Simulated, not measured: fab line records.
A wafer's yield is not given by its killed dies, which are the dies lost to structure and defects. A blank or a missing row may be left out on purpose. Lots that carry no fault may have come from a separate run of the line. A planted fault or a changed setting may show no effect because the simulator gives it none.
Chamber matching -- flow nand harc -- cmp-04 running NHARC_A_SGD_CUT_CMP_21: 4 sister chambers
The step polishes, target thk 148.19 nm. 8 wafers are shown with their chamber, then 11 later ones without.

## WAFERS WITH THEIR CHAMBER
wafer,chamber,motor current A (A),time to endpoint s (s)
L085.2,0,12.0,47.8
L084.4,3,11.8,52.1
L084.5,1,12.3,50.9
L084.6,0,11.7,48.5
L086.1,1,13.1,49.6
L086.2,3,11.4,49.4
L086.4,2,12.2,50.2
L088.2,2,12.4,48.7

## WAFERS WITHOUT THEIR CHAMBER
wafer,motor current A (A),time to endpoint s (s)
L088.3,13.5,51.6
L088.4,12.1,48.7
L091.1,11.7,52.2
L091.3,13.2,51.8
L091.4,12.4,49.7
L092.1,13.2,52.8
L092.2,11.9,52.2
L092.5,12.4,50.8
L094.2,12.7,52.7
L094.3,12.0,51.2
L094.4,13.7,49.7

## WHICH CHAMBER EACH ONE RAN IN
wafer,from the rows above,in truth
L088.3,can't be placed: 1 or 2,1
L088.4,can't be placed: 2 or 0 or 1 or 3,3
L091.1,can't be placed: 3 or 2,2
L091.3,can't be placed: 1 or 2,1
L091.4,can't be placed: 2 or 1 or 0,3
L092.1,can't be placed: 1 or 2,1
L092.2,can't be placed: 3 or 2 or 1 or 0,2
L092.5,can't be placed: 1 or 2 or 3 or 0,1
L094.2,can't be placed: 1 or 2 or 3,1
L094.3,can't be placed: 3 or 2 or 1 or 0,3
L094.4,can't be placed: 1 or 2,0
0 of 11 placed correctly. These rows do not allow placing 11 (true chamber among the candidates in 9). 0 placed wrongly.
How it was worked out, from the rows above alone: a wafer's distance from a chamber is the root of the sum, over the readings, of the square of ((its reading less the chamber's mean) divided by the reading's scatter). The wafer belongs to the nearest chamber; if the next one is less than 2 further off, it can't be placed. The mean given for a chamber averages the wafers shown for that chamber. The scatter: take each reading less its chamber's mean, square it, sum over the shown wafers, divide by the number of wafers less the number of chambers, and take the root.
